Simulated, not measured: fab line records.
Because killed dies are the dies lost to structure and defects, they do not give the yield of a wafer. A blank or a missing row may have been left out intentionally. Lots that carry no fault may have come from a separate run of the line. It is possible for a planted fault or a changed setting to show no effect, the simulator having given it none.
Matching of chambers | flow n5Finfet | 4 sister chambers for N5_HKMG_FIN_ALD_71 on aldMetal-03
The step deposits TiN, target thk 1 nm, pulse time 1 s, purge time 3 s. 4 wafers are shown with their chamber, then 10 later ones without.

## EACH WAFER AND ITS CHAMBER
wafer  | chamber | heaterPowerW (W)
L083.1 | 1       | 894
L084.1 | 3       | 711
L089.3 | 2       | 824
L089.4 | 0       | 833

## WAFERS WITH NO CHAMBER GIVEN
wafer  | heaterPowerW (W)
L089.6 | 848
L092.1 | 704
L092.4 | 826
L092.5 | 712
L093.1 | 709
L093.4 | 832
L093.5 | 840
L095.1 | 817
L095.3 | 899
L095.4 | 818

## THE CHAMBER EACH PASSED THROUGH
wafer  | from the rows above     | in truth
L089.6 | can't be placed: 0 or 2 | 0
L092.1 | 3                       | 3
L092.4 | can't be placed: 2 or 0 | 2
L092.5 | 3                       | 3
L093.1 | 3                       | 3
L093.4 | can't be placed: 0 or 2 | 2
L093.5 | can't be placed: 0 or 2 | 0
L095.1 | can't be placed: 2 or 0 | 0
L095.3 | 1                       | 1
L095.4 | can't be placed: 2 or 0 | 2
Correct placement for 4 of the 10. Not placeable from these rows: 6 (in 6, the candidates include the true chamber). Wrongly placed: 0.
How it was worked out, from the rows above alone: a wafer's distance from a chamber is the root of the sum, over the readings, of the square of ((its reading less the chamber's mean) divided by the reading's scatter). If the next closest chamber is less than 2 further off than the closest, the wafer can't be placed; otherwise it belongs to the closest. Each chamber's mean is taken over the wafers shown for it. The scatter: root of mean squared gap, hidden wafer to nearest shown wafer, with one shown wafer a chamber.
